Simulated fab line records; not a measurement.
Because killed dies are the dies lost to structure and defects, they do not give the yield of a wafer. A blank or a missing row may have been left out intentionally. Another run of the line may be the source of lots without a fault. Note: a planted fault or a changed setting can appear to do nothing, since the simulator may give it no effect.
fab line records -- flow n5-finfet
[record] lots = 6, wafers = 18, last-day = 17
route steps=1938 shown BEOL_M2@851 BEOL_M4@1111 PASSIVATION@1936
lots that met no fault: from a run of the same line without faults
start-h: hours from the record's first day to the start of the lot's first wafer shown -- wait-h: hours since the lot's step before -- " as in the row above -- L1.1+2: several wafers, shown together as one row -- - no value present, or no start provided -- * or withheld: withheld -- < > ~ a bound
route shown NAME@n: names a module that has steps shown in the file, with the first one's number in the route -- usual: average and standard deviation across the fault-free wafers -- same: alike in all rows -- chamber/n: place in a boat -- sites: per-site readings -- _std_site: their standard deviation -- _edge_site: outer sites' mean less inner sites' -- radius-mm: how far each site lies from the wafer's centre -- mask NAME#n: copy n -- behind: the most recent tool/chamber to have shaped the wafer -- hold: what put the lot on hold/how long, in hours/how the hold closed -- device: the n, p or np transistor that did not switch -- end of line: the tests these same wafers got at the end of their route -- where a step has no rows: the recipe by itself -- killed: dies lost to structure and defects at the first sort, not the wafer's yield -- map: shows each die of a wafer: x if killed, . if not, _ if none is there
set.NAME: the setting the step ran with; set.NAME@STEP: the setting that earlier step ran with -- model.NAME: the simulator's own value behind a step, which no gauge read
a table for each step, a row for each wafer; lots at some steps of the route
services: from which hour (start-h, from the record's first day; less than 0 if before it) a tool's chamber was out of use, for how many hours, and why
[[steps]]
[step N5_BEOL_M2_EXPOSE_08]
[recipe] mask-id = M2, na = 0.33, source-shape = dipole, sigma-inner = 0.369, sigma-outer = 0.767, polarization = unpolarized, dose-mj = 41.25
[step N5_BEOL_M2_PEB_09]
[recipe] peb-temp-c = 100, peb-time-s = 60, resist = CAR-EUV
[step N5_BEOL_M2_DEVELOP_10]
[recipe] develop-time-s = 30, developer = TMAH, resist = CAR-EUV, rinse-liquid = surfactant-rinse, dry = air-spin, dev-temp-c = 23
[step N5_BEOL_M2_CD_MEAS_11]
[recipe] target-cd-nm = 16.79, landing-energy-ev = 500, detector = se-inlens, polarity = opening
[usual] cd-nm = 16.91/0.27
lot.wafer,tool,chamber,start-h,wait-h,cd-nm
L737.1,cd-sem-01,0,143.14,-,16.75
L737.3,cd-sem-01,0,143.14,-,16.92
L737.6,cd-sem-01,0,143.14,-,16.71
L745.4,cd-sem-02,0,199.65,-,16.61
L745.5,cd-sem-02,0,199.65,-,16.94
L745.6,cd-sem-02,0,199.65,-,16.99
L746.1,cd-sem-03,0,205.40,-,16.63
L746.2,cd-sem-03,0,205.40,-,16.91
L746.5,cd-sem-03,0,205.40,-,16.87
L750.3,cd-sem-02,0,231.92,-,17.21
L750.4,cd-sem-02,0,231.92,-,16.77
L750.6,cd-sem-02,0,231.92,-,16.37
L754.2,cd-sem-03,0,246.15,-,16.99
L754.5,cd-sem-03,0,246.15,-,17.43
L754.6,cd-sem-03,0,246.15,-,17.39
L755.2,cd-sem-03,0,259.28,-,16.78
L755.3,cd-sem-03,0,259.28,-,16.63
L755.6,cd-sem-03,0,259.28,-,16.43
[step N5_BEOL_M2_OVL_MEAS_12]
[recipe] points-per-wafer = 522
[usual] M2_OVL = -0.4/0.77
lot.wafer,tool,chamber,start-h,wait-h,M2_OVL[nm]
L737.1,overlay-01,0,143.17,0.0,-0.6
L737.3,overlay-01,0,143.17,0.0,-1.3
L737.6,overlay-01,0,143.17,0.0,-0.4
L745.4,overlay-01,0,199.70,0.0,0.1
L745.5,overlay-01,0,199.70,0.0,-0.2
L745.6,overlay-01,0,199.70,0.0,-0.4
L746.1,overlay-01,0,205.43,0.0,0.7
L746.2,overlay-01,0,205.43,0.0,0.2
L746.5,overlay-01,0,205.43,0.0,0.0
L750.3,overlay-02,0,231.96,0.0,-1.0
L750.4,overlay-02,0,231.96,0.0,-0.5
L750.6,overlay-02,0,231.96,0.0,-1.2
L754.2,overlay-01,0,246.19,0.0,-0.8
L754.5,overlay-01,0,246.19,0.0,-0.2
L754.6,overlay-01,0,246.19,0.0,-1.7
L755.2,overlay-01,0,259.32,0.0,-0.5
L755.3,overlay-01,0,259.32,0.0,-0.7
L755.6,overlay-01,0,259.32,0.0,-1.5
[step N5_BEOL_M2_INSPECT_13]
[recipe] mode = adi, inspect-instrument = brightfield
[usual] raw-defect-count = 411/95
lot.wafer,tool,chamber,start-h,wait-h,raw-defect-count
L737.1,defect-inspect-02,-,143.23,0.1,470
L737.3,defect-inspect-02,-,143.23,0.1,491
L737.6,defect-inspect-02,-,143.23,0.1,583
L745.4,defect-inspect-02,-,199.75,0.0,490
L745.5,defect-inspect-02,-,199.75,0.0,413
L745.6,defect-inspect-02,-,199.75,0.0,597
L746.1,defect-inspect-01,-,205.49,0.1,391
L746.2,defect-inspect-01,-,205.49,0.1,493
L746.5,defect-inspect-01,-,205.49,0.1,420
L750.3,defect-inspect-01,-,232.01,0.0,405
L750.4,defect-inspect-01,-,232.01,0.0,473
L750.6,defect-inspect-01,-,232.01,0.0,621
L754.2,defect-inspect-02,-,246.24,0.0,416
L754.5,defect-inspect-02,-,246.24,0.0,251
L754.6,defect-inspect-02,-,246.24,0.0,239
L755.2,defect-inspect-01,-,259.37,0.0,759
L755.3,defect-inspect-01,-,259.37,0.0,431
L755.6,defect-inspect-01,-,259.37,0.0,491
[step N5_BEOL_M2_DESCUM_16]
[recipe] chemistry = O2, time-s = 7, source-power-w = 50, bias-power-w = 20, pressure-mtorr = 20, rf-frequency-hz = 2.712e+07, temp-c = 40, resist = CAR-EUV, o2-flow-sccm = 225
[usual] drypump-motor-current-A = 5.69/0.28, oes-product-au = 0.81/0.084, rf-vpp-V = 243.0/1.3, showerhead-plenum-p-Torr = 2.09/0.073, throttle-valve-pct = 20.35/0.25
[same] time-s = 7
lot.wafer,tool,chamber,start-h,wait-h,drypump-motor-current-A,oes-product-au,rf-hours-counter-h,rf-vpp-V,showerhead-plenum-p-Torr,throttle-valve-pct
L737.1,rie-diel-01,3,143.26,0.0,5.53,0.67,238,242.3,1.98,20.36
L737.3,rie-diel-01,1,143.26,0.0,5.53,0.67,246,243.2,2.13,20.49
L737.6,rie-diel-01,3,143.26,0.0,5.48,0.67,-,240.8,1.98,20.36
L745.4,rie-diel-02,0,199.78,0.0,5.97,0.85,81,244.2,2.10,20.36
L745.5,rie-diel-02,0,199.78,0.0,5.95,0.86,-,242.7,2.10,20.35
L745.6,rie-diel-02,1,199.78,0.0,5.56,0.91,-,244.0,2.21,19.92
L746.1,rie-diel-01,0,205.73,0.2,5.72,0.83,62,240.6,2.04,20.48
L746.2,rie-diel-01,1,205.73,0.2,5.50,0.94,13,243.9,2.13,20.12
L746.5,rie-diel-01,3,205.73,0.2,5.51,0.97,-,245.1,2.24,19.97
L750.3,rie-diel-02,1,232.04,0.0,5.54,0.90,35,245.2,2.20,19.95
L750.4,rie-diel-02,1,232.04,0.0,5.59,0.90,-,245.8,2.20,19.94
L750.6,rie-diel-02,0,232.04,0.0,5.95,0.84,-,244.1,2.10,20.36
L754.2,rie-diel-06,3,246.27,0.0,5.28,0.81,89,241.6,2.01,20.63
L754.5,rie-diel-06,3,246.27,0.0,5.29,0.81,-,242.2,2.01,20.61
L754.6,rie-diel-06,0,246.27,0.0,5.71,0.72,-,242.1,1.99,20.88
L755.2,rie-diel-02,1,259.79,0.4,5.55,0.88,44,245.4,2.20,19.96
L755.3,rie-diel-02,3,259.79,0.4,6.09,0.69,215,242.6,2.09,20.47
L755.6,rie-diel-02,0,259.79,0.4,5.97,0.82,-,244.6,2.09,20.37
[step N5_BEOL_M2_ETCH_74]
[recipe] chemistry = N2/H2, target = underlayer, target-depth-a = 65, mask-material = CAR-EUV, time-s = 5.2, ion-energy-ev = 200, pressure-mtorr = 30, source-w = 840, bias-w = 150, n2-flow-sccm = 200, h2-flow-sccm = 200, ends = cleared
[usual] bias-w = 150.1/0.43, drypump-motor-current-A = 5.70/0.28, etch-rf-on-time-s = 5.18/0.19, h2-flow-sccm = 200.0/0.64, oes-product-au = 0.70/0.071, rf-vpp-V = 523.7/2.8, showerhead-plenum-p-Torr = 2.55/0.099, throttle-valve-pct = 17.80/0.27
lot.wafer,tool,chamber,start-h,wait-h,bias-w,drypump-motor-current-A,etch-rf-on-time-s,h2-flow-sccm,oes-product-au,rf-hours-counter-h,rf-vpp-V,showerhead-plenum-p-Torr,throttle-valve-pct
L737.1,rie-diel-01,3,143.30,0.0,149.9,5.48,5.17,199.2,0.58,238,521.2,2.40,17.70
L737.3,rie-diel-01,1,143.30,0.0,149.9,5.53,5.32,199.6,0.58,246,525.3,2.65,18.35
L737.6,rie-diel-01,3,143.30,0.0,150.2,5.50,5.15,200.0,0.58,-,519.1,2.40,17.70
L745.4,rie-diel-02,0,199.81,0.0,150.1,5.98,5.04,199.0,0.71,81,526.2,2.60,18.04
L745.5,rie-diel-02,0,199.81,0.0,149.8,5.97,4.96,199.7,0.73,-,524.1,2.60,18.02
L745.6,rie-diel-02,1,199.81,0.0,149.8,5.57,5.39,198.7,0.76,-,526.7,2.72,17.55
L746.1,rie-diel-01,0,205.76,0.0,149.3,5.72,4.81,200.5,0.72,62,523.6,2.51,18.08
L746.2,rie-diel-01,1,205.76,0.0,150.7,5.56,5.00,199.4,0.81,13,523.4,2.65,17.95
L746.5,rie-diel-01,3,205.76,0.0,150.0,5.51,5.06,199.8,0.85,-,527.5,2.71,17.26
L750.3,rie-diel-02,1,232.07,0.0,149.8,5.56,5.44,199.5,0.74,35,527.2,2.72,17.57
L750.4,rie-diel-02,1,232.07,0.0,150.3,5.56,5.38,199.5,0.74,-,527.1,2.72,17.56
L750.6,rie-diel-02,0,232.07,0.0,149.8,5.95,5.05,199.1,0.71,-,522.5,2.59,18.04
L754.2,rie-diel-06,3,246.31,0.0,150.5,5.27,5.40,199.8,0.69,89,521.8,2.46,18.15
L754.5,rie-diel-06,3,246.31,0.0,150.5,5.27,5.38,200.6,0.70,-,519.1,2.46,18.12
L754.6,rie-diel-06,0,246.31,0.0,150.5,5.70,5.28,199.9,0.61,-,520.4,2.42,18.18
L755.2,rie-diel-02,1,259.82,0.0,151.2,5.56,5.34,200.8,0.74,44,528.7,2.71,17.56
L755.3,rie-diel-02,3,259.82,0.0,149.6,6.12,5.14,200.5,0.60,215,520.8,2.50,17.58
L755.6,rie-diel-02,0,259.82,0.0,149.9,5.94,4.99,200.1,0.69,-,520.6,2.59,18.05
[step N5_BEOL_M2_ETCH_63]
[recipe] chemistry = CF4, target = SiARC, target-depth-a = 156, mask-material = CAR-EUV, time-s = 26, ion-energy-ev = 80, pressure-mtorr = 40, source-w = 545, bias-w = 36, Ar_flow_sccm = 100, cf4-flow-sccm = 100, ends = cleared
[usual] bias-w = 36.00/0.12, cf4-flow-sccm = 99.97/0.3, drypump-motor-current-A = 5.69/0.28, etch-rf-on-time-s = 25.8/0.89, oes-product-au = 0.70/0.071, rf-vpp-V = 184.0/1.3, showerhead-plenum-p-Torr = 2.14/0.081, throttle-valve-pct = 15.52/0.23
lot.wafer,tool,chamber,start-h,wait-h,bias-w,cf4-flow-sccm,drypump-motor-current-A,etch-rf-on-time-s,oes-product-au,rf-hours-counter-h,rf-vpp-V,showerhead-plenum-p-Torr,throttle-valve-pct
L737.1,rie-diel-01,3,143.32,0.0,35.97,100.01,5.52,25.7,0.59,238,182.3,2.02,15.53
L737.3,rie-diel-01,1,143.32,0.0,36.03,99.44,5.50,26.5,0.58,246,186.2,2.16,15.63
L737.6,rie-diel-01,3,143.32,0.0,35.94,100.48,5.47,25.8,0.59,-,182.2,2.02,15.53
L745.4,rie-diel-02,0,199.83,0.0,36.03,100.00,5.98,25.1,0.72,81,184.3,2.16,15.58
L745.5,rie-diel-02,0,199.83,0.0,35.97,99.92,5.97,25.1,0.73,-,184.3,2.16,15.63
L745.6,rie-diel-02,1,199.83,0.0,35.89,100.68,5.54,26.7,0.77,-,185.0,2.29,15.38
L746.1,rie-diel-01,0,205.78,0.0,36.08,100.29,5.70,24.3,0.74,62,183.4,2.09,15.62
L746.2,rie-diel-01,1,205.78,0.0,36.22,99.71,5.54,25.1,0.81,13,183.2,2.15,15.14
L746.5,rie-diel-01,3,205.78,0.0,35.96,99.35,5.53,25.5,0.84,-,185.5,2.26,15.04
L750.3,rie-diel-02,1,232.09,0.0,35.91,99.97,5.56,26.4,0.76,35,185.4,2.29,15.39
L750.4,rie-diel-02,1,232.09,0.0,36.05,100.37,5.57,26.1,0.76,-,184.2,2.29,15.40
L750.6,rie-diel-02,0,232.09,0.0,35.98,99.67,5.96,25.1,0.72,-,184.8,2.15,15.62
L754.2,rie-diel-06,3,246.32,0.0,35.94,100.22,5.29,27.0,0.69,89,181.7,2.10,15.98
L754.5,rie-diel-06,3,246.32,0.0,35.83,100.12,5.27,27.1,0.69,-,183.0,2.10,15.99
L754.6,rie-diel-06,0,246.32,0.0,35.89,99.34,5.71,26.3,0.61,-,183.0,2.03,15.91
L755.2,rie-diel-02,1,259.84,0.0,35.98,99.76,5.56,26.3,0.74,44,186.0,2.28,15.41
L755.3,rie-diel-02,3,259.84,0.0,36.09,100.06,6.08,25.9,0.59,215,182.9,2.11,15.58
L755.6,rie-diel-02,0,259.84,0.0,35.94,99.54,5.96,25.2,0.70,-,183.0,2.15,15.66
[step N5_BEOL_M2_ETCH_64]
[recipe] chemistry = N2/H2, target = SOC, target-depth-a = 750, overetch-a = 225, mask-material = SiARC, temp-c = 40, time-s = 121.9, ion-energy-ev = 200, pressure-mtorr = 30, source-w = 840, bias-w = 150, n2-flow-sccm = 200, h2-flow-sccm = 200
[usual] bias-w = 150.0/0.45, drypump-motor-current-A = 5.70/0.28, h2-flow-sccm = 200.0/0.62, oes-product-au = 0.62/0.058, rf-vpp-V = 523.8/2.6, showerhead-plenum-p-Torr = 2.55/0.099, throttle-valve-pct = 17.76/0.27
[same] time-s = 121.9
lot.wafer,tool,chamber,start-h,wait-h,bias-w,drypump-motor-current-A,h2-flow-sccm,oes-product-au,rf-hours-counter-h,rf-vpp-V,showerhead-plenum-p-Torr,throttle-valve-pct
L737.1,rie-diel-01,3,143.34,0.0,149.6,5.56,200.3,0.52,238,520.3,2.40,17.65
L737.3,rie-diel-01,1,143.34,0.0,150.2,5.52,200.2,0.52,246,526.3,2.65,18.35
L737.6,rie-diel-01,3,143.34,0.0,149.5,5.55,200.8,0.51,-,520.6,2.40,17.64
L745.4,rie-diel-02,0,199.86,0.0,150.4,5.97,200.2,0.63,81,524.6,2.60,17.99
L745.5,rie-diel-02,0,199.86,0.0,149.9,5.99,199.7,0.63,-,523.5,2.60,17.97
L745.6,rie-diel-02,1,199.86,0.0,150.3,5.56,200.2,0.70,-,528.5,2.72,17.50
L746.1,rie-diel-01,0,205.81,0.0,150.0,5.70,199.5,0.63,62,521.0,2.51,18.04
L746.2,rie-diel-01,1,205.81,0.0,150.9,5.51,199.4,0.71,13,526.0,2.65,17.92
L746.5,rie-diel-01,3,205.81,0.0,149.7,5.52,199.9,0.74,-,527.4,2.71,17.24
L750.3,rie-diel-02,1,232.12,0.0,150.4,5.55,200.5,0.68,35,528.1,2.72,17.52
L750.4,rie-diel-02,1,232.12,0.0,150.0,5.53,200.8,0.68,-,528.6,2.72,17.54
L750.6,rie-diel-02,0,232.12,0.0,149.1,5.94,199.1,0.63,-,524.8,2.59,17.99
L754.2,rie-diel-06,3,246.35,0.0,150.3,5.27,200.6,0.63,89,521.0,2.46,18.09
L754.5,rie-diel-06,3,246.35,0.0,150.5,5.29,200.5,0.63,-,521.7,2.46,18.11
L754.6,rie-diel-06,0,246.35,0.0,150.4,5.71,200.0,0.55,-,521.6,2.42,18.16
L755.2,rie-diel-02,1,259.87,0.0,149.7,5.57,200.2,0.67,44,528.6,2.71,17.54
L755.3,rie-diel-02,3,259.87,0.0,150.4,6.13,200.7,0.53,215,524.5,2.50,17.54
L755.6,rie-diel-02,0,259.87,0.0,149.3,5.96,199.9,0.61,-,523.8,2.59,18.00
[step N5_BEOL_M2_STRIP_65]
[recipe] chemistry = N2/H2, temp-c = 40, n2-flow-sccm = 200, h2-flow-sccm = 200, rf-frequency-hz = 6e+07
[step N5_BEOL_M2_STRIP_75]
[recipe] chemistry = N2/H2, temp-c = 40, n2-flow-sccm = 200, h2-flow-sccm = 200, rf-frequency-hz = 6e+07
[step N5_BEOL_M2_STRIP_66]
[recipe] chemistry = CF4, resist = SiARC, power-w = 300, bias-power-w = 75, pressure-mtorr = 50, cf4-flow-sccm = 150, rf-frequency-hz = 6e+07
[usual] bias-power-w = 74.98/0.22, cf4-flow-sccm = 150.0/0.43, drypump-motor-current-A = 5.69/0.28, oes-product-au = 0.80/0.075, power-w = 300.0/0.87, rf-vpp-V = 270.9/1.6, showerhead-plenum-p-Torr = 1.79/0.07, throttle-valve-pct = 13.50/0.23
lot.wafer,tool,chamber,start-h,wait-h,bias-power-w,cf4-flow-sccm,drypump-motor-current-A,oes-product-au,power-w,rf-hours-counter-h,rf-vpp-V,showerhead-plenum-p-Torr,throttle-valve-pct,model.SiARC_of_BEOL_M2_COAT_62.thk-nm
L737.1,rie-diel-01,3,143.48,0.0,75.12,149.8,5.52,0.68,300.0,238,269.6,1.69,13.53,0
L737.3,rie-diel-01,1,143.48,0.0,74.92,149.9,5.50,0.68,300.4,246,271.6,1.81,13.64,0
L737.6,rie-diel-01,3,143.48,0.0,74.82,149.1,5.52,0.67,300.2,-,269.0,1.69,13.52,0
L745.4,rie-diel-02,0,199.99,0.0,-,-,-,-,-,-,-,-,-,6
L745.5,rie-diel-02,0,199.99,0.0,-,-,-,-,-,-,-,-,-,6
L745.6,rie-diel-02,1,199.99,0.0,-,-,-,-,-,-,-,-,-,6.6
L746.1,rie-diel-01,0,205.94,0.0,-,-,-,-,-,-,-,-,-,5.8
L746.2,rie-diel-01,1,205.94,0.0,-,-,-,-,-,-,-,-,-,6.2
L746.5,rie-diel-01,3,205.94,0.0,-,-,-,-,-,-,-,-,-,6.2
L750.3,rie-diel-02,1,232.25,0.0,74.85,150.5,5.54,0.88,301.5,35,273.2,1.93,13.38,0
L750.4,rie-diel-02,1,232.25,0.0,75.04,150.5,5.56,0.88,300.9,-,273.5,1.93,13.40,0
L750.6,rie-diel-02,0,232.25,0.0,74.81,150.3,5.96,0.81,300.3,-,271.2,1.81,13.62,0
L754.2,rie-diel-06,3,246.49,0.0,75.08,149.6,5.27,0.81,301.0,89,271.0,1.76,13.88,0
L754.5,rie-diel-06,3,246.49,0.0,75.42,149.4,5.27,0.82,299.9,-,269.8,1.76,13.89,0
L754.6,rie-diel-06,0,246.49,0.0,74.78,149.1,5.71,0.72,298.8,-,269.7,1.71,13.91,0
L755.2,rie-diel-02,1,260.00,0.0,74.67,150.0,5.55,0.86,299.7,44,273.8,1.92,13.41,0
L755.3,rie-diel-02,3,260.00,0.0,74.75,150.2,6.09,0.69,300.4,215,271.4,1.78,13.66,0
L755.6,rie-diel-02,0,260.00,0.0,75.27,150.3,5.97,0.80,299.9,-,273.0,1.80,13.63,0
[step N5_BEOL_M2_HM_OPEN_17]
[recipe] chemistry = Cl2/BCl3, target-depth-a = 200, overetch-a = 60, target = TiN, mask-material = SOC, ion-energy-ev = 150, pressure-mtorr = 10, icp-w = 1000, bias-w = 126, Cl2_flow_sccm = 53.25, bcl3-flow-sccm = 21.75, Ar_flow_sccm = 25
[usual] bias-w = 126.0/0.43, drypump-motor-current-A = 5.8/0.55, oes-product-au = 0.73/0.063, throttle-valve-pct = 21.98/0.15
lot.wafer,tool,chamber,start-h,wait-h,bias-w,drypump-motor-current-A,oes-product-au,rf-hours-counter-h,throttle-valve-pct
L737.1,rie-metal-02,1,143.52,0.0,126.2,6.4,0.81,5,21.93
L737.3,rie-metal-02,1,143.52,0.0,126.0,6.4,0.80,-,21.93
L737.6,rie-metal-02,1,143.52,0.0,126.5,6.4,0.80,-,21.93
L745.4,rie-metal-01,1,200.06,0.1,125.9,6.3,0.74,-,21.99
L745.5,rie-metal-01,1,200.06,0.1,125.8,6.2,0.74,-,22.01
L745.6,rie-metal-01,0,200.06,0.1,125.9,5.0,0.67,-,21.93
L746.1,rie-metal-02,0,205.98,0.0,126.6,6.0,0.78,6,21.87
L746.2,rie-metal-02,1,205.98,0.0,125.5,6.4,0.76,10,21.93
L746.5,rie-metal-02,1,205.98,0.0,126.2,6.4,0.77,-,21.94
L750.3,rie-metal-02,0,232.32,0.1,125.2,6.0,0.77,-,21.89
L750.4,rie-metal-02,1,232.32,0.1,126.6,6.4,0.75,-,21.96
L750.6,rie-metal-02,0,232.32,0.1,125.8,6.0,0.77,-,21.88
L754.2,rie-metal-03,0,246.53,0.0,126.0,5.4,0.56,105,22.63
L754.5,rie-metal-03,0,246.53,0.0,125.9,5.4,0.55,-,22.66
L754.6,rie-metal-03,1,246.53,0.0,126.0,5.5,0.75,-,22.07
L755.2,rie-metal-02,0,260.04,0.0,126.0,6.0,0.76,10,21.90
L755.3,rie-metal-02,0,260.04,0.0,125.6,6.0,0.76,-,21.88
L755.6,rie-metal-02,1,260.04,0.0,125.7,6.4,0.74,-,21.97
[step N5_BEOL_M4_RC_MEAS_101]
[usual] DIBL_N = 36.2/2.2, DIBL_P = 36.1/2.8, IOFF_N = 0.16/0.041, IOFF_P = 0.21/0.047, ION_N = 676/16, ION_P = 463/11, SS_N = 71.6/0.78, SS_P = 73.3/0.86, VT_N = 249/3.8, VT_P = -251/3.9
lot.wafer,tool,chamber,start-h,wait-h,DIBL_N[mV/V],DIBL_P[mV/V],IOFF_N[nA/um],IOFF_P[nA/um],ION_N[uA/um],ION_P[uA/um],SS_N[mV/dec],SS_P[mV/dec],VT_N[mV],VT_P[mV]
L737.1,prober-02,0,196.35,0.0,38.0,39.1,0.22,0.31,716,489,72.2,73.6,244,-243
L737.3,prober-02,0,196.35,0.0,34.9,35.4,0.16,0.24,690,479,70.7,73.3,248,-246
L737.6,prober-02,0,196.35,0.0,36.0,37.2,0.19,0.26,704,482,71.5,73.7,246,-248
L745.4,prober-01,0,241.68,0.5,37.2,36.1,0.21,0.27,684,471,72.2,74.0,244,-245
L745.5,prober-01,0,241.68,0.5,32.9,31.4,0.14,0.18,688,473,70.7,71.8,247,-249
L745.6,prober-01,0,241.68,0.5,36.2,36.5,0.20,0.27,690,475,72.1,73.4,244,-247
L746.1,prober-01,0,243.22,0.0,31.3,29.8,0.09,0.12,642,441,69.8,71.6,257,-257
L746.2,prober-01,0,243.22,0.0,33.3,30.6,0.12,0.13,645,443,70.9,72.2,253,-261
L746.5,prober-01,0,243.22,0.0,36.3,34.0,0.17,0.18,663,448,72.3,73.5,249,-253
L750.3,prober-02,0,277.14,0.3,35.9,34.9,0.15,0.20,684,466,71.3,73.3,251,-252
L750.4,prober-02,0,277.14,0.3,37.8,39.2,0.21,0.27,709,477,71.9,74.1,244,-248
L750.6,prober-02,0,277.14,0.3,31.9,29.3,0.09,0.12,648,448,70.7,72.0,260,-259
L754.2,prober-02,0,290.66,0.2,37.3,35.4,0.15,0.15,685,456,71.9,73.1,250,-261
L754.5,prober-02,0,290.66,0.2,34.0,31.9,0.10,0.11,650,445,71.0,72.0,254,-261
L754.6,prober-02,0,290.66,0.2,38.6,37.8,0.17,0.18,672,458,72.5,73.3,248,-257
L755.2,prober-01,0,303.63,0.2,39.3,39.8,0.20,0.27,666,459,72.1,73.8,250,-249
L755.3,prober-01,0,303.63,0.2,41.9,42.1,0.30,0.35,701,474,73.2,75.8,242,-244
L755.6,prober-01,0,303.63,0.2,36.9,37.0,0.16,0.23,682,467,72.4,74.1,252,-250
[step N5_PASSIVATION_PROBE_49]
[usual] defect-limited-yield = 91.4/1.4, killed_at_M0_to_M3 = 33/10, killed_at_M4_up = 14/6.1, killed-at-contacts = 14/6.1, killed-at-front-end = 38/9.7, killed-at-other = 3.1/2.9, killed-dies = 102/17, killed-open = 67/13, killed-short = 32/8, sort_bin_4_leakage = 0.00/0.051, sort_bin_5_function = 5.1/0.94, sort_bin_6_memory = 3.2/0.68, sort_bin_8_speed = 0.02/0.17, sort-n-pass = 1078/17, sort-yield-pct = 91.3/1.5
[same] gross-dies = 1180, killed-at-back-side = 0
lot.wafer,tool,chamber,start-h,wait-h,defect-limited-yield[%],killed_at_M0_to_M3,killed_at_M4_up,killed-at-contacts,killed-at-front-end,killed-at-other,killed-dies,killed-open,killed-short,sort_bin_4_leakage[%],sort_bin_5_function[%],sort_bin_6_memory[%],sort_bin_8_speed[%],sort-n-pass,sort-yield-pct[%]
L737.1,prober-01,-,296.07,0.0,89.0,41,19,6,54,10,130,88,41,0,6.4,4.1,0,1050,89.0
L737.3,prober-01,-,296.17,0.1,89.2,55,17,5,43,7,127,92,35,0,5.9,4.5,0,1053,89.2
L737.6,prober-01,-,296.32,0.3,89.3,53,8,8,49,8,126,83,42,0,6.0,4.2,0,1054,89.3
L750.3,prober-02,-,376.82,0.1,91.3,47,7,8,36,5,103,64,28,0,5.4,2.4,0,1077,91.3
L750.4,prober-02,-,376.87,0.2,90.9,38,14,9,39,7,107,66,41,0,5.4,3.0,0,1073,90.9
L750.6,prober-02,-,376.97,0.3,90.5,48,17,5,39,3,112,67,42,0,5.0,4.1,0.08,1067,90.4
// killed by level:class
L737.1 DUMMY_GATE:geometric-particle:open=15 FIN_SAQP:geometric-particle:short=11 BEOL_M2:geometric-particle:open=11 BEOL_M1:geometric-particle:open=9 BEOL_M3:geometric-particle:open=8 FIN_SAQP:geometric-particle:open=7 BEOL_M4:geometric-particle:open=6 GATE_CUT:geometric-particle:open=5
L737.3 FIN_SAQP:geometric-particle:open=15 BEOL_M2:geometric-particle:open=11 BEOL_M1:geometric-particle:open=8 BEOL_M0:geometric-particle:open=7 GATE_CUT:geometric-particle:open=6 BEOL_M0_SAQP:geometric-particle:open=6 BEOL_M0_SAQP:geometric-particle:short=6 BEOL_M3:geometric-particle:open=6
L737.6 BEOL_M2:geometric-particle:open=20 FIN_SAQP:geometric-particle:short=19 FIN_SAQP:geometric-particle:open=11 DUMMY_GATE:geometric-particle:open=9 BEOL_M0_SAQP:geometric-particle:short=7 MOL_CONTACT_COAG:geometric-particle:open=7 BEOL_M3:geometric-particle:open=6 BEOL_M1:geometric-particle:open=6
L750.3 BEOL_M2:geometric-particle:open=13 FIN_SAQP:geometric-particle:short=11 BEOL_M0_SAQP:geometric-particle:open=10 HKMG_FIN:area-etch=8 MOL_CONTACT_COAG:geometric-particle:open=7 BEOL_M3:geometric-particle:open=6 FIN_SAQP:geometric-particle:open=5 BEOL_M0_SAQP:geometric-particle:short=5
L750.4 BEOL_M0_SAQP:geometric-particle:short=14 FIN_SAQP:geometric-particle:short=8 BEOL_M3:geometric-particle:open=8 FIN_SAQP:geometric-particle:open=7 MOL_CONTACT_COAG:geometric-particle:open=7 BEOL_M2:geometric-particle:open=6 DUMMY_GATE:geometric-particle:open=5 BEOL_M4:geometric-particle:short=4
L750.6 BEOL_M0_SAQP:geometric-particle:open=14 BEOL_M2:geometric-particle:open=10 BEOL_M0_SAQP:geometric-particle:short=9 FIN_SAQP:geometric-particle:short=8 BEOL_M1:geometric-particle:open=6 BEOL_M4:geometric-particle:open=6 GATE_CUT:geometric-particle:short=5 FIN_SAQP:geometric-particle:open=4
[[services]]
tool,chamber,start-h,hours,kind
rie-diel-06,-,140.11,2.3,repair
rie-diel-01,0,144.40,8.7,repair
rie-diel-01,1,153.05,-,clean
rie-diel-01,1,153.05,-,consumable-replace:focus-ring
rie-diel-01,1,153.05,14.7,scheduled-down
rie-diel-01,1,153.05,14.7,vent-cycle
rie-metal-03,0,153.85,23.7,repair
rie-diel-01,3,171.36,-,clean
rie-diel-01,3,171.36,-,consumable-replace:focus-ring
rie-diel-01,3,171.36,-,consumable-replace:showerhead
rie-diel-01,3,171.36,16.3,scheduled-down
rie-diel-01,3,171.36,16.3,vent-cycle
rie-metal-02,-,195.00,0.1,repair
rie-diel-02,2,227.14,8.3,repair
[[key]]
[first-sign] step = N5_BEOL_M2_STRIP_66, reading = tool-record, direction = missing
effect none on later readings
[model-effect] step = N5_BEOL_M2_STRIP_66, value = SiARC_of_BEOL_M2_COAT_62.thk-nm, without = 0, struck = 6.133
met-at N5_BEOL_M2_STRIP_66
struck-wafers L745.4,L745.5,L745.6,L746.1,L746.2,L746.5
onset-between 143.48 199.99
[fault] kind = skipped-step-whole, tool = rie-diel-01,rie-diel-02, chamber = -, onset-h = 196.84, steps = N5_BEOL_M2_STRIP_66, scope = struck-lots-only
